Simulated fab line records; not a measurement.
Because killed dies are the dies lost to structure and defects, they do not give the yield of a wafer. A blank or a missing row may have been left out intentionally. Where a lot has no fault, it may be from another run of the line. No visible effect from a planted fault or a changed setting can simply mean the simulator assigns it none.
Struck lot and sound lot, side by side :: flow n5-finfet :: 38 steps out of a route of 1938
Sound: the wafers L841.1, L841.2, L841.5. Struck: wafer L850.6 (L850.3, L850.4, from the same lot, were not struck and are left out); the cause is given at the end.
Each step with rows lists, per side, the tool, then ch with its chambers, then its first start. Under that, the readings that differ: sound wafers :: struck wafers :: difference of the means :: sigmas: that difference in standard deviations of wafers without a fault.
alike: words and numbers the same on both sides, and readings whose means are apart by under 2 such deviations; not compared: readings that were withheld, readings missing a value for some wafer, numbers with overlapping values and no deviation given by the record, and bounds like >300 which may hide the same value.
Wherever a step has rows on one side only, a row that says differs or no value, or a row with sigmas, the two part there. Numbers that have no deviation but don't overlap get no sigmas and don't part them. Lack of a reading on every wafer of one side parts them only where that side has two or more wafers.

first, 10 steps without rows for these wafers: N5_DUMMY_GATE_ETCH_23 (etches poly-Si in HBr/Cl2/O2, target depth 41 nm, time 22.3 s); N5_DUMMY_GATE_ETCH_44 (etches poly-Si in HBr/O2, stops on SiO2, target depth 127.5 nm); N5_DUMMY_GATE_ETCH_42 (etches SiO2 in CHF3/O2, target depth 3.5 nm, time 31 s); N5_DUMMY_GATE_STRIP_48 (strips in N2/H2, time 20 s); N5_DUMMY_GATE_PRECLEAN_33 (cleans in dHF, time 10 s); N5_DUMMY_GATE_PRECLEAN_25 (cleans in O3/DIW, time 45 s); N5_DUMMY_GATE_PRECLEAN_51 (cleans in SC2, time 45 s); N5_DUMMY_GATE_SRD_26 (time 30 s); N5_DUMMY_GATE_UV_OZONE_45 (time 120 s); N5_SPACER0_ALD_07 (deposits SiNx, target thk 2 nm).
N5_SPACER0_ALD_00: deposits SiOCN, target thk 3.5 nm, pulse time 3 s, purge time 2 s.
  sound on ald-sin-01 ch 0,2,3, day 4 05:38; struck on ald-sin-01 ch 1, day 6 12:58
reading: ald-cycles
sound: 58 58 58
struck: 50
difference: -8
sigmas: 

reading: model.SiOCN_of_SPACER0_ALD_00.thk-nm (nm)
sound: 3.4 3.6 3.4
struck: 3
difference: +0
sigmas: 
  alike: heater-power-w, precursor-pulse-height-rel
then, 25 steps without rows for these wafers: N5_SPACER0_ALD_08 (deposits SiNx, target thk 2 nm); N5_SD_EPI_N_COAT_32 (time 60 s, resist thk 350 nm); N5_SD_EPI_N_COAT_33 (time 60 s, resist thk 35 nm); N5_SD_EPI_N_COAT_03 (resist thk 150 nm); N5_SD_EPI_N_EBR_05; N5_SD_EPI_N_SOFTBAKE_04 (time 60 s); N5_SD_EPI_N_EXPOSE_06 (exposes mask SD N BLK, target cd 120 nm); N5_SD_EPI_N_PEB_07 (peb time 60 s); N5_SD_EPI_N_DEVELOP_08 (develop time 30 s); N5_SD_EPI_N_DESCUM_14 (chemistry O2, time 7.9 s); N5_SD_EPI_N_ETCH_34 (etches SiARC in CF4, target depth 45.5 nm, time 75.8 s); N5_SD_EPI_N_ETCH_35 (etches SOC in N2/H2, overetch 108 nm, time 486 s); N5_SD_EPI_N_STRIP_36 (strips in N2/H2); N5_SD_EPI_N_ETCHBACK_44 (etches SiNx in CH3F/O2, stops on SiO2, target depth 14.5 nm); N5_SD_EPI_N_ETCH_45 (etches SiOCN in CH3F/O2, target depth 6 nm); N5_SD_EPI_N_ETCH_16 (etches SiO2 in CHF3/O2, target depth 5 nm); N5_SD_EPI_N_STRIP_47 (strips in CHF3/O2); N5_SD_EPI_N_SD_RECESS_17 (chemistry HBr/Cl2/O2, target depth 41 nm, time 23.7 s, bt time 3 s); N5_SD_EPI_N_STRIP_38 (strips in N2/H2); N5_SD_EPI_N_WET_ETCH_43 (etches SiO2 in dHF, time 14 s, target depth 1.5 nm); N5_SD_EPI_N_STRIP_18 (strips in SPM, time 750 s); N5_SD_EPI_N_SRD_20 (time 30 s); N5_SD_EPI_N_PRECLEAN_48 (cleans in NF3:NH3, afs cycles 2, time 20 s, sublimation time 60 s); N5_SD_EPI_N_VAPOR_ETCH_50 (etches Si in HCl, time 54 s); N5_SD_EPI_N_EPI_21 (deposits Si:P, time 690 s).
N5_SD_EPI_P_PRECLEAN_32: cleans in dHF, time 10 s.
  sound on wet-bench-04 ch 1,5,6, day 4 14:44; struck on wet-bench-03 ch 2, day 6 22:16
reading: model.SiOCN_of_SPACER0_ALD_00.thk-nm (nm)
sound: 3.4 3.4 3.4
struck: 3
difference: +0
sigmas: 
-- the record jumps here: 5 days lie between the struck wafers' starts before and after (it left off in module SD_EPI_P and takes up again in module BEOL_M4, whose first step shown is number 1111 of the route) --
N5_BEOL_M4_RC_MEAS_101:
  sound on prober-01 ch 0, day 9 16:26; struck on prober-01 ch 0, day 12 08:14
reading: IOFF_N (nA/um)
sound: 0.111 0.142 0.156
struck: 0.192
difference: +0.056
sigmas: +2

reading: IOFF_P (nA/um)
sound: 0.167 0.194 0.220
struck: 0.275
difference: +0.081
sigmas: +3

reading: ION_N (uA/um)
sound: 667 664 678
struck: 694
difference: +24
sigmas: +3

reading: ION_P (uA/um)
sound: 465 458 470
struck: 481
difference: +17
sigmas: +2

reading: REXT_N (ohm.um)
sound: 75.0 74.8 74.6
struck: 70.4
difference: -4.4
sigmas: -2

reading: VT_P (mV)
sound: -254.0 -250.2 -251.2
struck: -241.5
difference: +10.3
sigmas: +3
  alike: DIBL_N, DIBL_P, SS_N, SS_P, VT_N

== WHERE THEY PART ==
At N5_BEOL_M4_RC_MEAS_101 and nowhere else, as far as this record goes.

WHY: the cause the simulator had injected
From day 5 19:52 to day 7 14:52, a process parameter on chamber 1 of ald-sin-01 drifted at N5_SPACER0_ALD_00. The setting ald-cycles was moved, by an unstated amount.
